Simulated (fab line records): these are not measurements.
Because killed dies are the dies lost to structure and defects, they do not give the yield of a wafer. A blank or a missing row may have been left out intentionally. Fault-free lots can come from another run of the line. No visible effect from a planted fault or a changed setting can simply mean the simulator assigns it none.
fab line records :: flow nandHarc
record:
  lots: 13
  wafers: 39
  lastDay: 33
route steps=1302 shown A_DECK1_JOINT@539 A_ONON_D2@550 END@1302
lots that met no fault: from a run of the same line without faults
startH: start of the lot's first displayed wafer, in hours after the record's first day :: waitH: hours from the lot's prior step to this one :: " the same as in the row above :: L1.1+2: several wafers, shown together as one row :: - value missing, or start not given :: * or withheld: withheld :: < > ~ a bound
route shown NAME@n: NAME is a module with steps in the file, n the number in the route of the first one :: usual: mean and standard deviation over wafers with no fault :: same: alike in all rows :: chamber/n: place in a boat :: sites: per-site readings :: _std_site: standard deviation across them :: _edge_site: the outer-site mean with the inner-site mean subtracted :: radiusMm: for every site, how far away it sits from the centre of the wafer :: mask NAME#n: copy n :: behind: the tool/chamber that last shaped the wafer :: hold: why the lot was held/for how many hours/how that ended :: device: the n, p or np transistor that did not switch :: end of line: the tests these same wafers got at the end of their route :: a step with no rows: only its recipe :: killed: not the wafer's yield, but the dies lost to structure and defects at the first sort :: map: per-die view of a wafer (x killed, . not killed, _ where there is no die)
set.NAME: the setting that was run; set.NAME@STEP: the one run at that earlier step :: model.NAME: the simulator's own value behind a step, which no gauge read
route steps across a sampled set of lots; one table per step, one row per wafer
services: a tool's chamber out of use, with start hour (startH, from the record's first day; less than 0 if before it), hours out, and reason
== steps ==
step: NHARC_A_DECK1_JOINT_CMP_02
recipe:
  material: SiOx
usual:
  motorCurrentA: 11.3/0.99
lot.wafer: L112.4
tool: cmp-02
chamber: 2
startH: 270.08
waitH: 0.4
motorCurrentA: 12.3

lot.wafer: L112.1
tool: cmp-02
chamber: 3
startH: 270.08
waitH: 0.4
motorCurrentA: 13.0

lot.wafer: L112.5
tool: cmp-02
chamber: 0
startH: 270.08
waitH: 0.4
motorCurrentA: 10.9

lot.wafer: L113.1
tool: cmp-02
chamber: 1
startH: 280.05
waitH: 0.4
motorCurrentA: 10.0

lot.wafer: L113.6
tool: cmp-02
chamber: 0
startH: 280.05
waitH: 0.4
motorCurrentA: 11.3

lot.wafer: L113.5
tool: cmp-02
chamber: 1
startH: 280.05
waitH: 0.4
motorCurrentA: 10.2

lot.wafer: L114.4
tool: cmp-02
chamber: 2
startH: 293.95
waitH: 0.4
motorCurrentA: 12.3

lot.wafer: L114.2
tool: cmp-02
chamber: 3
startH: 293.95
waitH: 0.4
motorCurrentA: 12.6

lot.wafer: L114.3
tool: cmp-02
chamber: 0
startH: 293.95
waitH: 0.4
motorCurrentA: 10.6

lot.wafer: L116.3
tool: cmp-02
chamber: 2
startH: 311.65
waitH: 0.4
motorCurrentA: 12.0

lot.wafer: L116.1
tool: cmp-02
chamber: 0
startH: 311.65
waitH: 0.4
motorCurrentA: 10.6

lot.wafer: L116.5
tool: cmp-02
chamber: 2
startH: 311.65
waitH: 0.4
motorCurrentA: 12.0

lot.wafer: L115.2
tool: cmp-01
chamber: 2
startH: 311.70
waitH: 0.4
motorCurrentA: 10.3

lot.wafer: L115.6
tool: cmp-01
chamber: 3
startH: 311.70
waitH: 0.4
motorCurrentA: 11.5

lot.wafer: L115.5
tool: cmp-01
chamber: 0
startH: 311.70
waitH: 0.4
motorCurrentA: 11.8

lot.wafer: L117.3
tool: cmp-04
chamber: 1
startH: 321.37
waitH: 0.4
motorCurrentA: 11.6

lot.wafer: L117.6
tool: cmp-04
chamber: 1
startH: 321.37
waitH: 0.4
motorCurrentA: 12.4

lot.wafer: L117.5
tool: cmp-04
chamber: 2
startH: 321.37
waitH: 0.4
motorCurrentA: 12.0

lot.wafer: L118.4
tool: cmp-01
chamber: 2
startH: 333.90
waitH: 0.4
motorCurrentA: 10.7

lot.wafer: L118.6
tool: cmp-01
chamber: 1
startH: 333.90
waitH: 0.4
motorCurrentA: 11.8

lot.wafer: L118.5
tool: cmp-01
chamber: 2
startH: 333.90
waitH: 0.4
motorCurrentA: 11.0

lot.wafer: L119.1
tool: cmp-01
chamber: 2
startH: 339.72
waitH: 0.4
motorCurrentA: 10.6

lot.wafer: L119.2
tool: cmp-01
chamber: 0
startH: 339.72
waitH: 0.4
motorCurrentA: 12.0

lot.wafer: L119.3
tool: cmp-01
chamber: 1
startH: 339.72
waitH: 0.4
motorCurrentA: 12.4

lot.wafer: L120.3
tool: cmp-04
chamber: 1
startH: 339.77
waitH: 0.4
motorCurrentA: 11.9

lot.wafer: L120.4
tool: cmp-04
chamber: 2
startH: 339.77
waitH: 0.4
motorCurrentA: 12.1

lot.wafer: L120.5
tool: cmp-04
chamber: 3
startH: 339.77
waitH: 0.4
motorCurrentA: 10.8

lot.wafer: L122.2
tool: cmp-04
chamber: 2
startH: 374.51
waitH: 0.4
motorCurrentA: 12.3

lot.wafer: L122.3
tool: cmp-04
chamber: 0
startH: 374.51
waitH: 0.4
motorCurrentA: 10.0

lot.wafer: L122.6
tool: cmp-04
chamber: 2
startH: 374.51
waitH: 0.4
motorCurrentA: 12.6

lot.wafer: L133.2
tool: cmp-01
chamber: 2
startH: 483.97
waitH: 0.4
motorCurrentA: 10.8

lot.wafer: L133.5
tool: cmp-01
chamber: 1
startH: 483.97
waitH: 0.4
motorCurrentA: 11.7

lot.wafer: L133.6
tool: cmp-01
chamber: 2
startH: 483.97
waitH: 0.4
motorCurrentA: 10.9

lot.wafer: L134.1
tool: cmp-02
chamber: 3
startH: 484.00
waitH: 0.4
motorCurrentA: 13.5

lot.wafer: L134.6
tool: cmp-02
chamber: 1
startH: 484.00
waitH: 0.4
motorCurrentA: 10.3

lot.wafer: L134.5
tool: cmp-02
chamber: 2
startH: 484.00
waitH: 0.4
motorCurrentA: 12.1

lot.wafer: L135.4
tool: cmp-01
chamber: 1
startH: 494.10
waitH: 0.4
motorCurrentA: 11.8

lot.wafer: L135.1
tool: cmp-01
chamber: 3
startH: 494.10
waitH: 0.4
motorCurrentA: 10.6

lot.wafer: L135.5
tool: cmp-01
chamber: 0
startH: 494.10
waitH: 0.4
motorCurrentA: 11.5
step: NHARC_A_ONON_D2_THK_MEAS_08
recipe:
  thkMeasGauge: ellipsometry
usual:
  thkNm: 998/11
lot.wafer: L112.1
tool: filmMetro-02
chamber: -
startH: 272.76
waitH: -
thkNm: 1001

lot.wafer: L112.4
tool: filmMetro-02
chamber: -
startH: 272.76
waitH: -
thkNm: 1000

lot.wafer: L112.5
tool: filmMetro-02
chamber: -
startH: 272.76
waitH: -
thkNm: 1002

lot.wafer: L113.1
tool: filmMetro-01
chamber: -
startH: 282.45
waitH: -
thkNm: 998

lot.wafer: L113.5
tool: filmMetro-01
chamber: -
startH: 282.45
waitH: -
thkNm: 997

lot.wafer: L113.6
tool: filmMetro-01
chamber: -
startH: 282.45
waitH: -
thkNm: 997

lot.wafer: L114.2
tool: filmMetro-02
chamber: -
startH: 296.34
waitH: -
thkNm: 1001

lot.wafer: L114.3
tool: filmMetro-02
chamber: -
startH: 296.34
waitH: -
thkNm: 1004

lot.wafer: L114.4
tool: filmMetro-02
chamber: -
startH: 296.34
waitH: -
thkNm: 1002

lot.wafer: L115.2
tool: filmMetro-02
chamber: -
startH: 314.04
waitH: -
thkNm: 982

lot.wafer: L115.5
tool: filmMetro-02
chamber: -
startH: 314.04
waitH: -
thkNm: 981

lot.wafer: L115.6
tool: filmMetro-02
chamber: -
startH: 314.04
waitH: -
thkNm: 980

lot.wafer: L116.1
tool: filmMetro-01
chamber: -
startH: 314.06
waitH: -
thkNm: 1000

lot.wafer: L116.3
tool: filmMetro-01
chamber: -
startH: 314.06
waitH: -
thkNm: 1001

lot.wafer: L116.5
tool: filmMetro-01
chamber: -
startH: 314.06
waitH: -
thkNm: 1002

lot.wafer: L117.3
tool: filmMetro-01
chamber: -
startH: 324.04
waitH: -
thkNm: 1004

lot.wafer: L117.5
tool: filmMetro-01
chamber: -
startH: 324.04
waitH: -
thkNm: 1005

lot.wafer: L117.6
tool: filmMetro-01
chamber: -
startH: 324.04
waitH: -
thkNm: 1006

lot.wafer: L118.4
tool: filmMetro-02
chamber: -
startH: 336.30
waitH: -
thkNm: 1016

lot.wafer: L118.5
tool: filmMetro-02
chamber: -
startH: 336.30
waitH: -
thkNm: 1019

lot.wafer: L118.6
tool: filmMetro-02
chamber: -
startH: 336.30
waitH: -
thkNm: 1017

lot.wafer: L119.1
tool: filmMetro-01
chamber: -
startH: 342.12
waitH: -
thkNm: 1002

lot.wafer: L119.2
tool: filmMetro-01
chamber: -
startH: 342.12
waitH: -
thkNm: 1000

lot.wafer: L119.3
tool: filmMetro-01
chamber: -
startH: 342.12
waitH: -
thkNm: 1002

lot.wafer: L120.3
tool: filmMetro-02
chamber: -
startH: 342.14
waitH: -
thkNm: 1002

lot.wafer: L120.4
tool: filmMetro-02
chamber: -
startH: 342.14
waitH: -
thkNm: 1004

lot.wafer: L120.5
tool: filmMetro-02
chamber: -
startH: 342.14
waitH: -
thkNm: 1001

lot.wafer: L122.2
tool: filmMetro-01
chamber: -
startH: 376.90
waitH: -
thkNm: 983

lot.wafer: L122.3
tool: filmMetro-01
chamber: -
startH: 376.90
waitH: -
thkNm: 984

lot.wafer: L122.6
tool: filmMetro-01
chamber: -
startH: 376.90
waitH: -
thkNm: 984

lot.wafer: L134.1
tool: filmMetro-01
chamber: -
startH: 486.35
waitH: -
thkNm: 983

lot.wafer: L134.5
tool: filmMetro-01
chamber: -
startH: 486.35
waitH: -
thkNm: 984

lot.wafer: L134.6
tool: filmMetro-01
chamber: -
startH: 486.35
waitH: -
thkNm: 982

lot.wafer: L133.2
tool: filmMetro-02
chamber: -
startH: 486.37
waitH: -
thkNm: 993

lot.wafer: L133.5
tool: filmMetro-02
chamber: -
startH: 486.37
waitH: -
thkNm: 992

lot.wafer: L133.6
tool: filmMetro-02
chamber: -
startH: 486.37
waitH: -
thkNm: 991

lot.wafer: L135.1
tool: filmMetro-02
chamber: -
startH: 496.51
waitH: -
thkNm: 1019

lot.wafer: L135.4
tool: filmMetro-02
chamber: -
startH: 496.51
waitH: -
thkNm: 1018

lot.wafer: L135.5
tool: filmMetro-02
chamber: -
startH: 496.51
waitH: -
thkNm: 1019
step: NHARC_A_ONON_D2_DEP_19
recipe:
  targetThkA: 10000
  n2FlowSccm: 2750
  n2oFlowSccm: 2000
  nh3FlowSccm: 500
  sih4FlowSccm: 210
  tempC: 400
usual:
  nh3FlowSccm: 500.4/1.6
lot.wafer: L112.1
tool: pecvdOnon-03
chamber: 0
startH: 284.58
waitH: 0.1
nh3FlowSccm: 499.2

lot.wafer: L112.4
tool: pecvdOnon-03
chamber: 0
startH: 284.58
waitH: 0.1
nh3FlowSccm: 498.9

lot.wafer: L112.5
tool: pecvdOnon-03
chamber: 0
startH: 284.58
waitH: 0.1
nh3FlowSccm: 498.7

lot.wafer: L113.1
tool: pecvdOnon-02
chamber: 0
startH: 291.36
waitH: 0.1
nh3FlowSccm: 500.3

lot.wafer: L113.5
tool: pecvdOnon-02
chamber: 0
startH: 291.36
waitH: 0.1
nh3FlowSccm: 501.9

lot.wafer: L113.6
tool: pecvdOnon-02
chamber: 0
startH: 291.36
waitH: 0.1
nh3FlowSccm: 500.2

lot.wafer: L114.2
tool: pecvdOnon-03
chamber: 0
startH: 304.87
waitH: 0.1
nh3FlowSccm: 499.5

lot.wafer: L114.3
tool: pecvdOnon-03
chamber: 0
startH: 304.87
waitH: 0.1
nh3FlowSccm: 498.1

lot.wafer: L114.4
tool: pecvdOnon-03
chamber: 0
startH: 304.87
waitH: 0.1
nh3FlowSccm: 500.3

lot.wafer: L116.1
tool: pecvdOnon-02
chamber: 0
startH: 322.61
waitH: 0.1
nh3FlowSccm: 502.2

lot.wafer: L116.3
tool: pecvdOnon-02
chamber: 0
startH: 322.61
waitH: 0.1
nh3FlowSccm: 499.1

lot.wafer: L116.5
tool: pecvdOnon-02
chamber: 0
startH: 322.61
waitH: 0.1
nh3FlowSccm: 501.4

lot.wafer: L115.2
tool: pecvdOnon-01
chamber: 0
startH: 322.67
waitH: 0.1
nh3FlowSccm: 499.4

lot.wafer: L115.5
tool: pecvdOnon-01
chamber: 0
startH: 322.67
waitH: 0.1
nh3FlowSccm: 498.1

lot.wafer: L115.6
tool: pecvdOnon-01
chamber: 0
startH: 322.67
waitH: 0.1
nh3FlowSccm: 499.0

lot.wafer: L117.3
tool: pecvdOnon-01
chamber: 0
startH: 334.55
waitH: 0.2
nh3FlowSccm: 502.2

lot.wafer: L117.5
tool: pecvdOnon-01
chamber: 0
startH: 334.55
waitH: 0.2
nh3FlowSccm: 501.8

lot.wafer: L117.6
tool: pecvdOnon-01
chamber: 0
startH: 334.55
waitH: 0.2
nh3FlowSccm: 500.3

lot.wafer: L118.4
tool: pecvdOnon-03
chamber: 0
startH: 345.43
waitH: 0.2
nh3FlowSccm: 501.4

lot.wafer: L118.5
tool: pecvdOnon-03
chamber: 0
startH: 345.43
waitH: 0.2
nh3FlowSccm: 502.5

lot.wafer: L118.6
tool: pecvdOnon-03
chamber: 0
startH: 345.43
waitH: 0.2
nh3FlowSccm: 501.5

lot.wafer: L119.1
tool: pecvdOnon-02
chamber: 0
startH: 350.67
waitH: 0.1
nh3FlowSccm: 500.2

lot.wafer: L119.2
tool: pecvdOnon-02
chamber: 0
startH: 350.67
waitH: 0.1
nh3FlowSccm: 500.4

lot.wafer: L119.3
tool: pecvdOnon-02
chamber: 0
startH: 350.67
waitH: 0.1
nh3FlowSccm: 499.0

lot.wafer: L120.3
tool: pecvdOnon-03
chamber: 0
startH: 350.79
waitH: 0.2
nh3FlowSccm: 500.8

lot.wafer: L120.4
tool: pecvdOnon-03
chamber: 0
startH: 350.79
waitH: 0.2
nh3FlowSccm: 499.4

lot.wafer: L120.5
tool: pecvdOnon-03
chamber: 0
startH: 350.79
waitH: 0.2
nh3FlowSccm: 499.9

lot.wafer: L122.2
tool: pecvdOnon-03
chamber: 0
startH: 386.11
waitH: 0.1
nh3FlowSccm: 503.0

lot.wafer: L122.3
tool: pecvdOnon-03
chamber: 0
startH: 386.11
waitH: 0.1
nh3FlowSccm: 503.1

lot.wafer: L122.6
tool: pecvdOnon-03
chamber: 0
startH: 386.11
waitH: 0.1
nh3FlowSccm: 498.6

lot.wafer: L134.1
tool: pecvdOnon-03
chamber: 0
startH: 497.18
waitH: 0.1
nh3FlowSccm: 501.0

lot.wafer: L134.5
tool: pecvdOnon-03
chamber: 0
startH: 497.18
waitH: 0.1
nh3FlowSccm: 501.5

lot.wafer: L134.6
tool: pecvdOnon-03
chamber: 0
startH: 497.18
waitH: 0.1
nh3FlowSccm: 501.0

lot.wafer: L133.2
tool: pecvdOnon-01
chamber: 0
startH: 497.23
waitH: 0.1
nh3FlowSccm: 501.6

lot.wafer: L133.5
tool: pecvdOnon-01
chamber: 0
startH: 497.23
waitH: 0.1
nh3FlowSccm: 499.3

lot.wafer: L133.6
tool: pecvdOnon-01
chamber: 0
startH: 497.23
waitH: 0.1
nh3FlowSccm: 499.2

lot.wafer: L135.1
tool: pecvdOnon-01
chamber: 0
startH: 505.88
waitH: 0.1
nh3FlowSccm: 499.2

lot.wafer: L135.4
tool: pecvdOnon-01
chamber: 0
startH: 505.88
waitH: 0.1
nh3FlowSccm: 499.4

lot.wafer: L135.5
tool: pecvdOnon-01
chamber: 0
startH: 505.88
waitH: 0.1
nh3FlowSccm: 499.5
step: NHARC_A_ONON_D2_THK_MEAS_21
recipe:
  thkMeasGauge: ellipsometry
usual:
  thkNm: 999/11
lot.wafer: L112.1
tool: filmMetro-01
chamber: -
startH: 285.09
waitH: -
thkNm: 992

lot.wafer: L112.4
tool: filmMetro-01
chamber: -
startH: 285.09
waitH: -
thkNm: 993

lot.wafer: L112.5
tool: filmMetro-01
chamber: -
startH: 285.09
waitH: -
thkNm: 992

lot.wafer: L113.1
tool: filmMetro-02
chamber: -
startH: 291.88
waitH: -
thkNm: 1006

lot.wafer: L113.5
tool: filmMetro-02
chamber: -
startH: 291.88
waitH: -
thkNm: 1008

lot.wafer: L113.6
tool: filmMetro-02
chamber: -
startH: 291.88
waitH: -
thkNm: 1005

lot.wafer: L114.2
tool: filmMetro-02
chamber: -
startH: 305.32
waitH: -
thkNm: 1003

lot.wafer: L114.3
tool: filmMetro-02
chamber: -
startH: 305.32
waitH: -
thkNm: 1004

lot.wafer: L114.4
tool: filmMetro-02
chamber: -
startH: 305.32
waitH: -
thkNm: 1003

lot.wafer: L115.2
tool: filmMetro-01
chamber: -
startH: 323.12
waitH: -
thkNm: 1006

lot.wafer: L115.5
tool: filmMetro-01
chamber: -
startH: 323.12
waitH: -
thkNm: 1007

lot.wafer: L115.6
tool: filmMetro-01
chamber: -
startH: 323.12
waitH: -
thkNm: 1007

lot.wafer: L116.1
tool: filmMetro-02
chamber: -
startH: 323.13
waitH: -
thkNm: 991

lot.wafer: L116.3
tool: filmMetro-02
chamber: -
startH: 323.13
waitH: -
thkNm: 990

lot.wafer: L116.5
tool: filmMetro-02
chamber: -
startH: 323.13
waitH: -
thkNm: 989

lot.wafer: L117.3
tool: filmMetro-02
chamber: -
startH: 334.94
waitH: -
thkNm: 1006

lot.wafer: L117.5
tool: filmMetro-02
chamber: -
startH: 334.94
waitH: -
thkNm: 1008

lot.wafer: L117.6
tool: filmMetro-02
chamber: -
startH: 334.94
waitH: -
thkNm: 1010

lot.wafer: L118.4
tool: filmMetro-02
chamber: -
startH: 345.77
waitH: -
thkNm: 1008

lot.wafer: L118.5
tool: filmMetro-02
chamber: -
startH: 345.77
waitH: -
thkNm: 1005

lot.wafer: L118.6
tool: filmMetro-02
chamber: -
startH: 345.77
waitH: -
thkNm: 1007

lot.wafer: L120.3
tool: filmMetro-02
chamber: -
startH: 351.18
waitH: -
thkNm: 981

lot.wafer: L120.4
tool: filmMetro-02
chamber: -
startH: 351.18
waitH: -
thkNm: 981

lot.wafer: L120.5
tool: filmMetro-02
chamber: -
startH: 351.18
waitH: -
thkNm: 983

lot.wafer: L119.1
tool: filmMetro-01
chamber: -
startH: 351.18
waitH: -
thkNm: 1012

lot.wafer: L119.2
tool: filmMetro-01
chamber: -
startH: 351.18
waitH: -
thkNm: 1013

lot.wafer: L119.3
tool: filmMetro-01
chamber: -
startH: 351.18
waitH: -
thkNm: 1012

lot.wafer: L122.2
tool: filmMetro-01
chamber: -
startH: 386.57
waitH: -
thkNm: 998

lot.wafer: L122.3
tool: filmMetro-01
chamber: -
startH: 386.57
waitH: -
thkNm: 1449

lot.wafer: L122.6
tool: filmMetro-01
chamber: -
startH: 386.57
waitH: -
thkNm: 1449

lot.wafer: L133.2
tool: filmMetro-01
chamber: -
startH: 497.68
waitH: -
thkNm: 1014

lot.wafer: L133.5
tool: filmMetro-01
chamber: -
startH: 497.68
waitH: -
thkNm: 1013

lot.wafer: L133.6
tool: filmMetro-01
chamber: -
startH: 497.68
waitH: -
thkNm: 1017

lot.wafer: L134.1
tool: filmMetro-02
chamber: -
startH: 497.69
waitH: -
thkNm: 988

lot.wafer: L134.5
tool: filmMetro-02
chamber: -
startH: 497.69
waitH: -
thkNm: 989

lot.wafer: L134.6
tool: filmMetro-02
chamber: -
startH: 497.69
waitH: -
thkNm: 987

lot.wafer: L135.1
tool: filmMetro-02
chamber: -
startH: 506.38
waitH: -
thkNm: 994

lot.wafer: L135.4
tool: filmMetro-02
chamber: -
startH: 506.38
waitH: -
thkNm: 993

lot.wafer: L135.5
tool: filmMetro-02
chamber: -
startH: 506.38
waitH: -
thkNm: 994
step: NHARC_END_SORT_01
recipe:
  tempC: 25
usual:
  killedAtArray: 62/15
  killedAtOther: 0.8/1
  killedAtPeriphery: 3.7/2.6
  killedDies: 66/15
  killedOpen: 3.1/1.8
  killedShort: 2.6/1.7
same:
  grossDies: 677
lot.wafer: L113.1
tool: prober-01
chamber: 0
startH: 557.87
waitH: 2.5
killedAtArray: 61
killedAtOther: 0
killedAtPeriphery: 1
killedDies: 62
killedOpen: 6
killedShort: 1

lot.wafer: L113.5
tool: prober-01
chamber: 0
startH: 561.05
waitH: 3.7
killedAtArray: 62
killedAtOther: 0
killedAtPeriphery: 2
killedDies: 64
killedOpen: 5
killedShort: 2

lot.wafer: L113.6
tool: prober-01
chamber: 0
startH: 561.85
waitH: 4.0
killedAtArray: 62
killedAtOther: 0
killedAtPeriphery: 1
killedDies: 63
killedOpen: 2
killedShort: 4

lot.wafer: L116.1
tool: prober-01
chamber: 0
startH: 600.28
waitH: 2.5
killedAtArray: 89
killedAtOther: 0
killedAtPeriphery: 6
killedDies: 95
killedOpen: 3
killedShort: 2

lot.wafer: L116.3
tool: prober-01
chamber: 0
startH: 601.89
waitH: 3.1
killedAtArray: 95
killedAtOther: 0
killedAtPeriphery: 1
killedDies: 96
killedOpen: 7
killedShort: 2

lot.wafer: L116.5
tool: prober-01
chamber: 0
startH: 603.49
waitH: 3.7
killedAtArray: 76
killedAtOther: 0
killedAtPeriphery: 2
killedDies: 78
killedOpen: 3
killedShort: 3

lot.wafer: L122.2
tool: prober-02
chamber: 0
startH: 660.38
waitH: 2.8
killedAtArray: 67
killedAtOther: 0
killedAtPeriphery: 3
killedDies: 70
killedOpen: 3
killedShort: 2

lot.wafer: L122.3
tool: prober-02
chamber: 0
startH: 661.18
waitH: 3.1
killedAtArray: 670
killedAtOther: 1
killedAtPeriphery: 6
killedDies: 677
killedOpen: 2
killedShort: 2

lot.wafer: L122.6
tool: prober-02
chamber: 0
startH: 663.59
waitH: 4.0
killedAtArray: 670
killedAtOther: 0
killedAtPeriphery: 7
killedDies: 677
killedOpen: 2
killedShort: 5
killed by level:class
L113.1 A_CHANNEL_HOLE_D1:chamberFilmFlake=28 A_CHANNEL_HOLE_D2:chamberFilmFlake=10 A_STAIRCASE:chamberFilmFlake=10 A_WL_FILL:chamberFilmFlake=3 A_CONTACT:chamberFilmFlake=2 P_CONTACT:geometricParticle:open=1 A_CHANNEL_FILL_D1:geometricParticle:open=1 A_CHANNEL_FILL_D1:geometricParticle:short=1
L113.5 A_CHANNEL_HOLE_D1:chamberFilmFlake=26 A_CHANNEL_HOLE_D2:chamberFilmFlake=13 A_STAIRCASE:chamberFilmFlake=11 A_CONTACT:chamberFilmFlake=3 P_M0:geometricParticle:open=1 A_CHANNEL_HOLE_D2:geometricParticle:open=1 A_CHANNEL_FILL_D2:geometricParticle:open=1 A_SLIT:geometricParticle:open=1
L113.6 A_CHANNEL_HOLE_D1:chamberFilmFlake=34 A_STAIRCASE:chamberFilmFlake=14 A_CHANNEL_HOLE_D2:chamberFilmFlake=3 A_CONTACT:chamberFilmFlake=2 A_BLC:chamberFilmFlake=2 P_M2:geometricParticle:short=1 A_CHANNEL_HOLE_D1:geometricParticle:open=1 A_CHANNEL_FILL_D2:geometricParticle:short=1
L116.1 A_CHANNEL_HOLE_D1:chamberFilmFlake=38 A_SLIT:chamberFilmFlake=28 A_CHANNEL_HOLE_D2:chamberFilmFlake=13 P_ZERO_WELL:chamberFilmFlake=2 P_STI:chamberFilmFlake=2 P_GATE:chamberFilmFlake=2 A_CONTACT:chamberFilmFlake=2 A_ONON_D1:geometricParticle:open=1
L116.3 A_CHANNEL_HOLE_D1:chamberFilmFlake=36 A_SLIT:chamberFilmFlake=27 A_CHANNEL_HOLE_D2:chamberFilmFlake=15 A_M0:geometricParticle:open=2 A_DECK1_JOINT:chamberFilmFlake=2 A_CONTACT:chamberFilmFlake=2 A_BLC:chamberFilmFlake=2 P_M0:geometricParticle:open=1
L116.5 A_CHANNEL_HOLE_D1:chamberFilmFlake=31 A_SLIT:chamberFilmFlake=23 A_CHANNEL_HOLE_D2:chamberFilmFlake=7 A_ZERO_WELL:chamberFilmFlake=3 A_CONTACT:chamberFilmFlake=3 A_M0:geometricParticle:open=2 P_M1:geometricParticle:short=1 A_ONON_D1:geometricParticle:short=1
L122.2 A_SLIT:chamberFilmFlake=39 A_CHANNEL_HOLE_D2:chamberFilmFlake=16 A_CHANNEL_HOLE_D1:chamberFilmFlake=5 A_CONTACT:chamberFilmFlake=3 P_M2:geometricParticle:short=1 A_ONON_D2:geometricParticle:open=1 A_SGD_CUT:geometricParticle:short=1 A_BLC:geometricParticle:open=1
L122.3 A_ONON_D2:areaDep=621 A_SLIT:chamberFilmFlake=28 A_CHANNEL_HOLE_D2:chamberFilmFlake=9 A_CONTACT:chamberFilmFlake=6 P_M2:chamberFilmFlake=3 P_STI:chamberFilmFlake=2 P_CONTACT:geometricParticle:open=1 A_ONON_D1:geometricParticle:open=1
L122.6 A_ONON_D2:areaDep=619 A_SLIT:chamberFilmFlake=24 A_CHANNEL_HOLE_D2:chamberFilmFlake=11 A_CHANNEL_HOLE_D1:chamberFilmFlake=6 P_M2:chamberFilmFlake=3 A_CONTACT:chamberFilmFlake=3 P_STI:chamberFilmFlake=2 A_STAIRCASE:chamberFilmFlake=2
== services ==
tool: cmp-04
chamber: -
startH: 246.26
hours: 2.4
kind: repair

tool: cmp-04
chamber: -
startH: 250.94
hours: 1.8
kind: repair

tool: pecvdOnon-01
chamber: -
startH: 269.00
hours: 13.0
kind: pm

tool: cmp-01
chamber: -
startH: 283.50
hours: 4.0
kind: pm

tool: cmp-04
chamber: -
startH: 308.51
hours: 4.0
kind: pm

tool: cmp-02
chamber: -
startH: 330.57
hours: 4.0
kind: pm

tool: cmp-02
chamber: -
startH: 334.57
hours: -
kind: consumableReplace:conditioner

tool: cmp-02
chamber: -
startH: 334.57
hours: -
kind: consumableReplace:pad

tool: cmp-02
chamber: -
startH: 349.59
hours: 0.7
kind: repair

tool: cmp-04
chamber: -
startH: 364.39
hours: 1.3
kind: repair

tool: pecvdOnon-02
chamber: -
startH: 366.00
hours: 13.0
kind: pm

tool: cmp-04
chamber: -
startH: 375.25
hours: 4.9
kind: repair

tool: cmp-02
chamber: -
startH: 377.41
hours: 3.0
kind: repair

tool: cmp-01
chamber: -
startH: 381.52
hours: 4.0
kind: pm

tool: cmp-01
chamber: -
startH: 385.52
hours: -
kind: consumableReplace:conditioner

tool: cmp-04
chamber: -
startH: 406.51
hours: 4.0
kind: pm

tool: pecvdOnon-03
chamber: -
startH: 408.35
hours: 13.0
kind: pm

tool: cmp-04
chamber: -
startH: 419.44
hours: 0.5
kind: repair

tool: cmp-02
chamber: -
startH: 428.67
hours: 4.0
kind: pm

tool: pecvdOnon-03
chamber: -
startH: 434.40
hours: 10.0
kind: repair

tool: cmp-01
chamber: -
startH: 434.98
hours: 1.7
kind: repair

tool: pecvdOnon-01
chamber: -
startH: 450.00
hours: 13.0
kind: pm

tool: cmp-01
chamber: -
startH: 479.52
hours: 4.0
kind: pm

tool: cmp-04
chamber: -
startH: 504.51
hours: 4.0
kind: pm
== key ==
firstSign:
  step: NHARC_A_ONON_D2_THK_MEAS_21
  reading: thkNm
  direction: up
  sigmas: 41
  usual: 999
  struck: 1449
effect:
  step: NHARC_END_SORT_01
  reading: killedAtArray
  direction: up
  sigmas: 40
  usual: 62
  struck: 670
moreKillsBornAt:
  NHARC_A_ONON_D2_DEP_19@pecvdOnon-03: 1240
metAt NHARC_A_ONON_D2_DEP_19
struckLots L122
struckWafers L122.3,L122.6
laterRowsLeftOut L122.3,L122.6
testerLeftOut L122
notActingAt NHARC_A_DECK1_JOINT_CMP_02,NHARC_A_ONON_D2_THK_MEAS_08
onsetBetween 350.79 386.11
fault:
  kind: processParameterDrift
  tool: pecvdOnon-03
  chamber: -
  onsetH: 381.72
  steps: NHARC_A_ONON_D2_DEP_19
  channel: targetThkA
  offset: *
  shape: step
  endH: 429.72
  scope: struckWafersOnly
  actsIn: *
  stated: *
testerLeftOut: of these lots the tester's yield and bins aren't shown, on N5 and GAA mostly nor the transistor test; their killed dies are dies lost to structure and defects alone, not to doping, threshold or leakage, so they don't give the yield
laterRowsLeftOut: the simulator's readings of these wafers behind a module that went badly wrong aren't trusted and aren't shown, but for the sort
